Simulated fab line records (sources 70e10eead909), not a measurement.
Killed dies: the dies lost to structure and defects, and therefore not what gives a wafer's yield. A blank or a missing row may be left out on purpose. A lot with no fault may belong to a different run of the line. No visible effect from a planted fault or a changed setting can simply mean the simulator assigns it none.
Which of the tools did it? :: flow nandHarc :: 72 wafers from 24 lots sampled at 4 of the route's 1302 steps

== WHAT THE GAUGES SHOWED, per wafer ==
NHARC_P_GATE_CD_MEAS_59: target cd 720 nm. Usual: cdNm 720.4 nm, standard deviation 2.3.
lot: L074
measured: day 5 20:39
on: cdSem-02
cdNm (nm): 723.4 718.5 718.5
flag: 

lot: L075
measured: day 5 20:49
on: cdSem-03
cdNm (nm): 720.0 719.1 718.1
flag: 

lot: L076
measured: day 6 09:37
on: cdSem-03
cdNm (nm): 722.4 718.0 720.7
flag: 

lot: L077
measured: day 7 00:26
on: cdSem-03
cdNm (nm): 715.7 718.9 716.5
flag: 

lot: L078
measured: day 7 07:28
on: cdSem-01
cdNm (nm): 716.5 719.0 718.2
flag: 

lot: L079
measured: day 7 14:00
on: cdSem-02
cdNm (nm): 721.3 717.4 720.2
flag: 

lot: L080
measured: day 8 06:43
on: cdSem-01
cdNm (nm): 721.9 724.5 717.7
flag: 

lot: L081
measured: day 8 23:09
on: cdSem-03
cdNm (nm): 721.5 721.4 719.6
flag: 

lot: L082
measured: day 9 03:37
on: cdSem-03
cdNm (nm): 722.6 720.2 720.0
flag: 

lot: L083
measured: day 9 13:01
on: cdSem-01
cdNm (nm): 716.5 718.4 718.1
flag: 

lot: L084
measured: day 10 06:20
on: cdSem-03
cdNm (nm): 717.8 720.8 720.6
flag: 

lot: L085
measured: day 10 09:08
on: cdSem-02
cdNm (nm): 718.7 717.9 724.9
flag: 

lot: L087
measured: day 10 20:07
on: cdSem-01
cdNm (nm): 719.1 719.4 718.8
flag: 

lot: L086
measured: day 10 20:43
on: cdSem-02
cdNm (nm): 722.3 719.6 722.1
flag: 

lot: L089
measured: day 11 12:52
on: cdSem-02
cdNm (nm): 718.8 720.6 724.3
flag: 

lot: L088
measured: day 11 13:49
on: cdSem-02
cdNm (nm): 719.0 721.0 723.7
flag: 

lot: L090
measured: day 12 10:58
on: cdSem-01
cdNm (nm): 720.4 719.4 725.5
flag: 

lot: L091
measured: day 12 12:19
on: cdSem-03
cdNm (nm): 718.8 723.0 719.9
flag: 

lot: L092
measured: day 13 04:54
on: cdSem-02
cdNm (nm): 722.3 723.9 721.2
flag: 

lot: L093
measured: day 13 09:40
on: cdSem-03
cdNm (nm): 721.9 716.8 717.2
flag: 

lot: L094
measured: day 13 21:35
on: cdSem-03
cdNm (nm): 724.4 719.5 722.0
flag: 

lot: L095
measured: day 14 14:31
on: cdSem-03
cdNm (nm): 721.2 724.3 718.6
flag: 

lot: L096
measured: day 15 00:17
on: cdSem-03
cdNm (nm): 721.2 723.9 721.3
flag: 

lot: L097
measured: day 15 00:59
on: cdSem-03
cdNm (nm): 722.7 720.3 722.7
flag: 

== WHICH TOOL RAN EACH LOT (tool, then ch and the chambers of the sampled wafers, then the start) ==
lot: L074
NHARC_P_GATE_DEP_103: pecvd-01 ch 0,1,2, day 5 06:22
NHARC_P_GATE_ETCH_32: rieSi-04 ch 0,1,2, day 5 07:36
NHARC_P_GATE_STRIP_101: rieDiel-10 ch 1,2, day 5 17:58

lot: L075
NHARC_P_GATE_DEP_103: pecvd-03 ch 0,1, day 5 06:29
NHARC_P_GATE_ETCH_32: rieSi-06 ch 0,3, day 5 07:42
NHARC_P_GATE_STRIP_101: rieDiel-06 ch 0,1,3, day 5 18:02

lot: L076
NHARC_P_GATE_DEP_103: pecvd-04 ch 0,1,2, day 5 19:10
NHARC_P_GATE_ETCH_32: rieSi-02 ch 0,3, day 5 20:25
NHARC_P_GATE_STRIP_101: rieDiel-10 ch 0,3, day 6 06:56

lot: L077
NHARC_P_GATE_DEP_103: pecvd-03 ch 0,1, day 6 10:18
NHARC_P_GATE_ETCH_32: rieSi-04 ch 0,3, day 6 11:35
NHARC_P_GATE_STRIP_101: rieDiel-09 ch 0,3, day 6 21:54

lot: L078
NHARC_P_GATE_DEP_103: pecvd-03 ch 1,2, day 6 16:58
NHARC_P_GATE_ETCH_32: rieSi-04 ch 0,1,2, day 6 18:18
NHARC_P_GATE_STRIP_101: rieDiel-10 ch 0,2, day 7 04:45

lot: L079
NHARC_P_GATE_DEP_103: pecvd-04 ch 0,1,2, day 6 21:35
NHARC_P_GATE_ETCH_32: rieSi-02 ch 0,1,3, day 6 22:49
NHARC_P_GATE_STRIP_101: rieDiel-06 ch 1,3, day 7 11:10

lot: L080
NHARC_P_GATE_DEP_103: pecvd-03 ch 0,1,2, day 7 16:31
NHARC_P_GATE_ETCH_32: rieSi-04 ch 1,2, day 7 17:46
NHARC_P_GATE_STRIP_101: rieDiel-09 ch 0,1,2, day 8 04:08

lot: L081
NHARC_P_GATE_DEP_103: pecvd-04 ch 1,2, day 8 08:55
NHARC_P_GATE_ETCH_32: rieSi-02 ch 0,2,3, day 8 10:11
NHARC_P_GATE_STRIP_101: rieDiel-09 ch 1,2,3, day 8 20:34

lot: L082
NHARC_P_GATE_DEP_103: pecvd-04 ch 0,1, day 8 13:11
NHARC_P_GATE_ETCH_32: rieSi-04 ch 0,1,2, day 8 14:32
NHARC_P_GATE_STRIP_101: rieDiel-09 ch 0,1, day 9 00:56

lot: L083
NHARC_P_GATE_DEP_103: pecvd-01 ch 0,1, day 8 22:41
NHARC_P_GATE_ETCH_32: rieSi-02 ch 1,2,3, day 8 23:53
NHARC_P_GATE_STRIP_101: rieDiel-06 ch 0,1,3, day 9 10:20

lot: L084
NHARC_P_GATE_DEP_103: pecvd-03 ch 1,2, day 9 15:59
NHARC_P_GATE_ETCH_32: rieSi-04 ch 2,3, day 9 17:16
NHARC_P_GATE_STRIP_101: rieDiel-06 ch 2,3, day 10 03:40

lot: L085
NHARC_P_GATE_DEP_103: pecvd-04 ch 0,1, day 9 16:36
NHARC_P_GATE_ETCH_32: rieSi-02 ch 0,1,3, day 9 17:54
NHARC_P_GATE_STRIP_101: rieDiel-09 ch 0,1,2, day 10 06:34

lot: L087
NHARC_P_GATE_DEP_103: pecvd-04 ch 0,2, day 10 05:46
NHARC_P_GATE_ETCH_32: rieSi-04 ch 0,1,3, day 10 07:08
NHARC_P_GATE_STRIP_101: rieDiel-06 ch 1,2,3, day 10 17:27

lot: L086
NHARC_P_GATE_DEP_103: pecvd-01 ch 0,2, day 10 06:26
NHARC_P_GATE_ETCH_32: rieSi-06 ch 0,2,3, day 10 07:37
NHARC_P_GATE_STRIP_101: rieDiel-10 ch 0,3, day 10 18:02

lot: L089
NHARC_P_GATE_DEP_103: pecvd-01 ch 0,1,2, day 10 22:37
NHARC_P_GATE_ETCH_32: rieSi-04 ch 0,1, day 10 23:50
NHARC_P_GATE_STRIP_101: rieDiel-06 ch 0,1,2, day 11 10:19

lot: L088
NHARC_P_GATE_DEP_103: pecvd-01 ch 0,1,2, day 10 23:16
NHARC_P_GATE_ETCH_32: rieSi-06 ch 0,1,2, day 11 00:37
NHARC_P_GATE_STRIP_101: rieDiel-09 ch 0,2,3, day 11 11:04

lot: L090
NHARC_P_GATE_DEP_103: pecvd-01 ch 1, day 11 20:29
NHARC_P_GATE_ETCH_32: rieSi-06 ch 0,1, day 11 21:52
NHARC_P_GATE_STRIP_101: rieDiel-10 ch 0,1,2, day 12 08:18

lot: L091
NHARC_P_GATE_DEP_103: pecvd-04 ch 0,1, day 11 21:50
NHARC_P_GATE_ETCH_32: rieSi-04 ch 1,2, day 11 23:14
NHARC_P_GATE_STRIP_101: rieDiel-06 ch 0,2,3, day 12 09:40

lot: L092
NHARC_P_GATE_DEP_103: pecvd-01 ch 1,2, day 12 14:34
NHARC_P_GATE_ETCH_32: rieSi-06 ch 1,2,3, day 12 15:53
NHARC_P_GATE_STRIP_101: rieDiel-06 ch 0,1,2, day 13 02:14

lot: L093
NHARC_P_GATE_DEP_103: pecvd-01 ch 1,2, day 12 19:11
NHARC_P_GATE_ETCH_32: rieSi-04 ch 0,2,3, day 12 20:27
NHARC_P_GATE_STRIP_101: rieDiel-06 ch 1,2,3, day 13 06:56

lot: L094
NHARC_P_GATE_DEP_103: pecvd-03 ch 0,1, day 13 07:27
NHARC_P_GATE_ETCH_32: rieSi-02 ch 0,1, day 13 08:47
NHARC_P_GATE_STRIP_101: rieDiel-06 ch 1,2,3, day 13 19:08

lot: L095
NHARC_P_GATE_DEP_103: pecvd-03 ch 0,1,2, day 13 23:55
NHARC_P_GATE_ETCH_32: rieSi-06 ch 0,2, day 14 01:16
NHARC_P_GATE_STRIP_101: rieDiel-06 ch 0,2,3, day 14 11:49

lot: L096
NHARC_P_GATE_DEP_103: pecvd-04 ch 1,2, day 14 09:58
NHARC_P_GATE_ETCH_32: rieSi-02 ch 0,1,3, day 14 11:19
NHARC_P_GATE_STRIP_101: rieDiel-06 ch 1,3, day 14 21:44

lot: L097
NHARC_P_GATE_DEP_103: pecvd-04 ch 0,1, day 14 10:37
NHARC_P_GATE_ETCH_32: rieSi-06 ch 0,2,3, day 14 11:58
NHARC_P_GATE_STRIP_101: rieDiel-09 ch 0,2,3, day 14 22:21
- NHARC_P_GATE_DEP_103: deposits SiON, target thk 30 nm.
- NHARC_P_GATE_ETCH_32: etches the open film in HBr/Cl2, target depth 150 nm, time 100.1 s.
- NHARC_P_GATE_STRIP_101: strips in O2, time 20 s.

== WHAT THE TOOLS THEMSELVES READ (means of the sampled wafers that have a number; where no wafer has one, the mark that the record gives instead) ==
NHARC_P_GATE_DEP_103. Usual: heaterPowerW 750 W, standard deviation 93.
lot: L074
tool: pecvd-01
heaterPowerW (W): 774
flag: 

lot: L075
tool: pecvd-03
heaterPowerW (W): 838
flag: 

lot: L076
tool: pecvd-04
heaterPowerW (W): 762
flag: 

lot: L077
tool: pecvd-03
heaterPowerW (W): 845
flag: 

lot: L078
tool: pecvd-03
heaterPowerW (W): 778
flag: 

lot: L079
tool: pecvd-04
heaterPowerW (W): 729
flag: 

lot: L080
tool: pecvd-03
heaterPowerW (W): 809
flag: 

lot: L081
tool: pecvd-04
heaterPowerW (W): 779
flag: 

lot: L082
tool: pecvd-04
heaterPowerW (W): 687
flag: 

lot: L083
tool: pecvd-01
heaterPowerW (W): 684
flag: 

lot: L084
tool: pecvd-03
heaterPowerW (W): 679
flag: 

lot: L085
tool: pecvd-04
heaterPowerW (W): 632
flag: 

lot: L087
tool: pecvd-04
heaterPowerW (W): 778
flag: 

lot: L086
tool: pecvd-01
heaterPowerW (W): 794
flag: 

lot: L089
tool: pecvd-01
heaterPowerW (W): 780
flag: 

lot: L088
tool: pecvd-01
heaterPowerW (W): 791
flag: 

lot: L090
tool: pecvd-01
heaterPowerW (W): 707
flag: 

lot: L091
tool: pecvd-04
heaterPowerW (W): 711
flag: 

lot: L092
tool: pecvd-01
heaterPowerW (W): 690
flag: 

lot: L093
tool: pecvd-01
heaterPowerW (W): 861
flag: 

lot: L094
tool: pecvd-03
heaterPowerW (W): 779
flag: 

lot: L095
tool: pecvd-03
heaterPowerW (W): 765
flag: 

lot: L096
tool: pecvd-04
heaterPowerW (W): 645
flag: 

lot: L097
tool: pecvd-04
heaterPowerW (W): 672
flag: 

NHARC_P_GATE_ETCH_32. Usual: drypumpMotorCurrentA 5.4 A, standard deviation 0.54; heBacksideLeakSccm 2.51 sccm, standard deviation 0.18; oesProductAu 1.003 a.u., standard deviation 0.014; throttleValvePct 26.405 %, standard deviation 0.0087.
lot: L074
tool: rieSi-04
drypumpMotorCurrentA (A): 5.3
heBacksideLeakSccm (sccm): 2.44
oesProductAu (a.u.): 1.022
throttleValvePct (%): 26.396
flag: 

lot: L075
tool: rieSi-06
drypumpMotorCurrentA (A): 5.3
heBacksideLeakSccm (sccm): 2.77
oesProductAu (a.u.): 1.025
throttleValvePct (%): 26.396
flag: 

lot: L076
tool: rieSi-02
drypumpMotorCurrentA (A): 5.7
heBacksideLeakSccm (sccm): 2.67
oesProductAu (a.u.): 0.994
throttleValvePct (%): 26.408
flag: 

lot: L077
tool: rieSi-04
drypumpMotorCurrentA (A): 5.1
heBacksideLeakSccm (sccm): 2.44
oesProductAu (a.u.): 1.007
throttleValvePct (%): 26.406
flag: 

lot: L078
tool: rieSi-04
drypumpMotorCurrentA (A): 5.3
heBacksideLeakSccm (sccm): 2.41
oesProductAu (a.u.): 1.008
throttleValvePct (%): 26.404
flag: 

lot: L079
tool: rieSi-02
drypumpMotorCurrentA (A): 5.5
heBacksideLeakSccm (sccm): 2.52
oesProductAu (a.u.): 0.996
throttleValvePct (%): 26.410
flag: 

lot: L080
tool: rieSi-04
drypumpMotorCurrentA (A): 5.4
heBacksideLeakSccm (sccm): 2.50
oesProductAu (a.u.): 1.001
throttleValvePct (%): 26.411
flag: 

lot: L081
tool: rieSi-02
drypumpMotorCurrentA (A): 5.5
heBacksideLeakSccm (sccm): 2.48
oesProductAu (a.u.): 0.995
throttleValvePct (%): 26.397
flag: 

lot: L082
tool: rieSi-04
drypumpMotorCurrentA (A): 5.3
heBacksideLeakSccm (sccm): 2.50
oesProductAu (a.u.): 1.000
throttleValvePct (%): 26.410
flag: 

lot: L083
tool: rieSi-02
drypumpMotorCurrentA (A): 5.3
heBacksideLeakSccm (sccm): 2.38
oesProductAu (a.u.): 0.993
throttleValvePct (%): 26.406
flag: 

lot: L084
tool: rieSi-04
drypumpMotorCurrentA (A): 5.7
heBacksideLeakSccm (sccm): 2.52
oesProductAu (a.u.): 0.995
throttleValvePct (%): 26.398
flag: 

lot: L085
tool: rieSi-02
drypumpMotorCurrentA (A): 5.5
heBacksideLeakSccm (sccm): 2.47
oesProductAu (a.u.): 0.983
throttleValvePct (%): 26.412
flag: 

lot: L087
tool: rieSi-04
drypumpMotorCurrentA (A): 5.2
heBacksideLeakSccm (sccm): 2.37
oesProductAu (a.u.): 1.003
throttleValvePct (%): 26.403
flag: 

lot: L086
tool: rieSi-06
drypumpMotorCurrentA (A): 5.4
heBacksideLeakSccm (sccm): 2.54
oesProductAu (a.u.): 1.017
throttleValvePct (%): 26.403
flag: 

lot: L089
tool: rieSi-04
drypumpMotorCurrentA (A): 5.0
heBacksideLeakSccm (sccm): 2.39
oesProductAu (a.u.): 0.997
throttleValvePct (%): 26.411
flag: 

lot: L088
tool: rieSi-06
drypumpMotorCurrentA (A): 5.0
heBacksideLeakSccm (sccm): 2.59
oesProductAu (a.u.): 1.019
throttleValvePct (%): 26.403
flag: 

lot: L090
tool: rieSi-06
drypumpMotorCurrentA (A): 4.9
heBacksideLeakSccm (sccm): 2.66
oesProductAu (a.u.): 1.017
throttleValvePct (%): 26.405
flag: 

lot: L091
tool: rieSi-04
drypumpMotorCurrentA (A): 5.7
heBacksideLeakSccm (sccm): 2.68
oesProductAu (a.u.): 1.002
throttleValvePct (%): 26.410
flag: 

lot: L092
tool: rieSi-06
drypumpMotorCurrentA (A): 5.5
heBacksideLeakSccm (sccm): 2.50
oesProductAu (a.u.): 1.013
throttleValvePct (%): 26.403
flag: 

lot: L093
tool: rieSi-04
drypumpMotorCurrentA (A): 5.5
heBacksideLeakSccm (sccm): 2.42
oesProductAu (a.u.): 0.998
throttleValvePct (%): 26.407
flag: 

lot: L094
tool: rieSi-02
drypumpMotorCurrentA (A): 5.2
heBacksideLeakSccm (sccm): 2.65
oesProductAu (a.u.): 0.994
throttleValvePct (%): 26.412
flag: 

lot: L095
tool: rieSi-06
drypumpMotorCurrentA (A): 5.0
heBacksideLeakSccm (sccm): 2.53
oesProductAu (a.u.): 0.999
throttleValvePct (%): 26.400
flag: 

lot: L096
tool: rieSi-02
drypumpMotorCurrentA (A): 5.5
heBacksideLeakSccm (sccm): 2.49
oesProductAu (a.u.): 0.998
throttleValvePct (%): 26.404
flag: 

lot: L097
tool: rieSi-06
drypumpMotorCurrentA (A): 5.4
heBacksideLeakSccm (sccm): 2.71
oesProductAu (a.u.): 1.011
throttleValvePct (%): 26.407
flag: 

NHARC_P_GATE_STRIP_101. Usual: drypumpMotorCurrentA 5.9 A, standard deviation 0.43; oesProductAu 1.003 a.u., standard deviation 0.013; rfVppV 57.9 V, standard deviation 0.84; showerheadPlenumPTorr 3.56 Torr, standard deviation 0.1; throttleValvePct 17.037 %, standard deviation 0.0094.
lot: L074
tool: rieDiel-10
drypumpMotorCurrentA (A): 6.2
oesProductAu (a.u.): 0.978
rfVppV (V): 57.5
showerheadPlenumPTorr (Torr): 3.46
throttleValvePct (%): 17.040
flag: 

lot: L075
tool: rieDiel-06
drypumpMotorCurrentA (A): 6.1
oesProductAu (a.u.): 1.005
rfVppV (V): 58.2
showerheadPlenumPTorr (Torr): 3.64
throttleValvePct (%): 17.029
flag: 

lot: L076
tool: rieDiel-10
drypumpMotorCurrentA (A): 6.3
oesProductAu (a.u.): 0.988
rfVppV (V): 57.6
showerheadPlenumPTorr (Torr): 3.65
throttleValvePct (%): 17.035
flag: 

lot: L077
tool: rieDiel-09
drypumpMotorCurrentA (A): 5.5
oesProductAu (a.u.): 1.005
rfVppV (V): 58.4
showerheadPlenumPTorr (Torr): 3.50
throttleValvePct (%): 17.039
flag: 

lot: L078
tool: rieDiel-10
drypumpMotorCurrentA (A): 6.6
oesProductAu (a.u.): 0.984
rfVppV (V): 58.3
showerheadPlenumPTorr (Torr): 3.55
throttleValvePct (%): 17.031
flag: 

lot: L079
tool: rieDiel-06
drypumpMotorCurrentA (A): 6.3
oesProductAu (a.u.): 1.011
rfVppV (V): 57.5
showerheadPlenumPTorr (Torr): 3.65
throttleValvePct (%): 17.041
flag: 

lot: L080
tool: rieDiel-09
drypumpMotorCurrentA (A): 5.5
oesProductAu (a.u.): 1.019
rfVppV (V): 58.0
showerheadPlenumPTorr (Torr): 3.50
throttleValvePct (%): 17.046
flag: 

lot: L081
tool: rieDiel-09
drypumpMotorCurrentA (A): 5.6
oesProductAu (a.u.): 1.011
rfVppV (V): 57.7
showerheadPlenumPTorr (Torr): 3.58
throttleValvePct (%): 17.040
flag: 

lot: L082
tool: rieDiel-09
drypumpMotorCurrentA (A): 5.4
oesProductAu (a.u.): 1.027
rfVppV (V): 57.3
showerheadPlenumPTorr (Torr): 3.52
throttleValvePct (%): 17.033
flag: 

lot: L083
tool: rieDiel-06
drypumpMotorCurrentA (A): 6.1
oesProductAu (a.u.): 1.002
rfVppV (V): 58.3
showerheadPlenumPTorr (Torr): 3.64
throttleValvePct (%): 17.042
flag: 

lot: L084
tool: rieDiel-06
drypumpMotorCurrentA (A): 5.9
oesProductAu (a.u.): 1.001
rfVppV (V): 56.9
showerheadPlenumPTorr (Torr): 3.49
throttleValvePct (%): 17.033
flag: 

lot: L085
tool: rieDiel-09
drypumpMotorCurrentA (A): 5.6
oesProductAu (a.u.): 1.007
rfVppV (V): 57.7
showerheadPlenumPTorr (Torr): 3.50
throttleValvePct (%): 17.034
flag: 

lot: L087
tool: rieDiel-06
drypumpMotorCurrentA (A): 6.2
oesProductAu (a.u.): 1.003
rfVppV (V): 57.9
showerheadPlenumPTorr (Torr): 3.56
throttleValvePct (%): 17.035
flag: 

lot: L086
tool: rieDiel-10
drypumpMotorCurrentA (A): 6.2
oesProductAu (a.u.): 0.985
rfVppV (V): 57.8
showerheadPlenumPTorr (Torr): 3.59
throttleValvePct (%): 17.043
flag: 

lot: L089
tool: rieDiel-06
drypumpMotorCurrentA (A): 6.0
oesProductAu (a.u.): 0.997
rfVppV (V): 58.2
showerheadPlenumPTorr (Torr): 3.55
throttleValvePct (%): 17.037
flag: 

lot: L088
tool: rieDiel-09
drypumpMotorCurrentA (A): 5.6
oesProductAu (a.u.): 1.000
rfVppV (V): 58.1
showerheadPlenumPTorr (Torr): 3.52
throttleValvePct (%): 17.031
flag: 

lot: L090
tool: rieDiel-10
drypumpMotorCurrentA (A): 6.3
oesProductAu (a.u.): 1.006
rfVppV (V): 58.2
showerheadPlenumPTorr (Torr): 3.54
throttleValvePct (%): 17.042
flag: 

lot: L091
tool: rieDiel-06
drypumpMotorCurrentA (A): 5.8
oesProductAu (a.u.): 1.006
rfVppV (V): 57.4
showerheadPlenumPTorr (Torr): 3.57
throttleValvePct (%): 17.023
flag: 

lot: L092
tool: rieDiel-06
drypumpMotorCurrentA (A): 6.0
oesProductAu (a.u.): 1.010
rfVppV (V): 58.0
showerheadPlenumPTorr (Torr): 3.55
throttleValvePct (%): 17.043
flag: 

lot: L093
tool: rieDiel-06
drypumpMotorCurrentA (A): 6.2
oesProductAu (a.u.): 0.998
rfVppV (V): 56.4
showerheadPlenumPTorr (Torr): 3.55
throttleValvePct (%): 17.039
flag: 

lot: L094
tool: rieDiel-06
drypumpMotorCurrentA (A): 6.2
oesProductAu (a.u.): 1.002
rfVppV (V): 58.0
showerheadPlenumPTorr (Torr): 3.55
throttleValvePct (%): 17.046
flag: 

lot: L095
tool: rieDiel-06
drypumpMotorCurrentA (A): 5.8
oesProductAu (a.u.): 1.010
rfVppV (V): 57.2
showerheadPlenumPTorr (Torr): 3.57
throttleValvePct (%): 17.026
flag: 

lot: L096
tool: rieDiel-06
drypumpMotorCurrentA (A): 6.2
oesProductAu (a.u.): 1.017
rfVppV (V): 58.2
showerheadPlenumPTorr (Torr): 3.64
throttleValvePct (%): 17.040
flag: 

lot: L097
tool: rieDiel-09
drypumpMotorCurrentA (A): 5.6
oesProductAu (a.u.): 1.011
rfVppV (V): 58.6
showerheadPlenumPTorr (Torr): 3.52
throttleValvePct (%): 17.038
flag: 

== THE ANSWER, worked out from the rows above alone ==
Rule: a lot counts as off when the mean over its wafers that have a number is more than 3 standard deviations away from the usual mean. Also off: a lot with no number at a reading for which 4 or more lots have one. The other lots that the step has rows for count as sound. The gauges are gone through in route order, then the tools' own readings, and for those a lot's mean is taken as printed above. At the first step where some lot is off, the reading lying furthest off is the one used; lots without a number count as furthest.
Nothing can be told from this: no lot is off at any reading shown.

== WHAT THE SIMULATOR HAD PUT IN ==
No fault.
